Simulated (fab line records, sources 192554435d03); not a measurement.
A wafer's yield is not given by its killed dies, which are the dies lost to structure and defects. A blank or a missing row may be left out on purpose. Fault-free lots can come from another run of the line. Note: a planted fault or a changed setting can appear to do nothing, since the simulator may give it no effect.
8D (eight disciplines) problem report, filled in by code -- flow n5-finfet -- the parts of the form that need people (team, actions taken, sign-off) are left out

== 1. THE ISSUE ==
N5_BEOL_M2_STRIP_36, chamber-pressure-mTorr: mean 14.04 mTorr over 1 wafer from 1 lot; wafers with no fault: 20.00 mTorr, standard deviation 0.031. So: -99 or more standard deviations from the usual mean.
The step: strips in N2/H2.
First seen on wafer L175.4, day 10 12:32, on rie-diel-01. At this step, 24 wafers from 8 lots have a number in the record. Rule for "out" (also "out of limits"): further than 4 standard deviations from the usual mean. The rest of the wafers with a number are treated as sound.

== 2. WHAT IT IS, WHAT IT ISN'T ==
question,is,is not
which readings at this step,chamber-pressure-mTorr,"drypump-motor-current-A, n2-flow-sccm, rf-vpp-V, showerhead-plenum-p-Torr"
which lots,L175,"L163, L166, L171, L172, L174, L179, L183"
which wafers of those lots,L175.4,"L175.1, L175.2"
read on which tools,rie-diel-01,"rie-diel-04, rie-diel-05"
when,from day 10 12:32,"up to then (17 sound wafers); but 6 sound wafers of L179, L183 came after"

== 3. WHAT RULES OUT EACH SUSPECT ==
Counting: if a tool at a process step up to the reading ran every lot that is out, it stays a suspect. Sound lots after the first of them don't rule it out here, since some wafers of a struck lot are sound.
- rie-diel-05 at N5_BEOL_M2_ETCH_69 (etches SiARC in CF4, target depth 15.6 nm, time 26 s): kept. It ran the lot that is out, L175 (day 10 04:21); its last sound lot up to then is L171 (day 9 02:04).
- rie-diel-01 at N5_BEOL_M2_ETCHBACK_99 (etches SiO2 in CHF3, target depth 5 nm, time 10.4 s): kept. It ran the lot that is out, L175 (day 10 12:20); its last sound lot up to then is L172 (day 9 18:30).
- rie-diel-01 at N5_BEOL_M2_STRIP_36 (strips in N2/H2): kept. It ran the lot that is out, L175 (day 10 12:32); its last sound lot up to then is L172 (day 9 18:43). On those wafers its own readings are out: chamber-pressure-mTorr.
- In rie-diel-05 at N5_BEOL_M2_ETCH_69, the wafers that are out were processed in chamber 0 and their sound lot-mates in chambers 1, 2.
- In rie-diel-01 at N5_BEOL_M2_ETCHBACK_99, the wafers that are out were processed in chamber 2 and their sound lot-mates in chambers 1, 3.
- In rie-diel-01 at N5_BEOL_M2_STRIP_36, the wafers that are out were processed in chamber 2 and their sound lot-mates in chambers 1, 3.
rie-diel-05 at N5_BEOL_M2_ETCH_69, rie-diel-01 at N5_BEOL_M2_ETCHBACK_99 and rie-diel-01 at N5_BEOL_M2_STRIP_36 are what is left after counting.

== 4. THE CAUSE (what the simulator had put in) ==
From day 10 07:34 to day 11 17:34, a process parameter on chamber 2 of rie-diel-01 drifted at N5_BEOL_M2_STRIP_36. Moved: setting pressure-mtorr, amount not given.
After counting, 3 suspects remain, this tool included.

== 5. THE CHAIN OF EFFECTS, in route order ==
Rows list readings where the struck wafers' mean (over those with a number) sits beyond 3 standard deviations from the usual. Scope: only readings with a usual standard deviation given in the record; hours: median across lots of the time from each lot's start at the first step in this table that gives one to its start at this step; sigmas: change in usual standard deviations.
hours,step,reading,usual,on struck wafers,change,sigmas
0,N5_BEOL_M2_STRIP_36,chamber-pressure-mTorr,20.00 mTorr,14.04,-5.96,-99 or more
It contains these process steps:
- N5_BEOL_M2_STRIP_36: strips in N2/H2.
Later measuring or inspecting steps at which every struck wafer that the step has a row for has a number for every such reading, and none has moved that far: N5_BEOL_M4_RC_MEAS_101.

== 6. WHAT WOULD HAVE CAUGHT IT SOONER ==
The fault began at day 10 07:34; the first out-of-limits reading in this record came at day 10 12:32, 5 hours later.
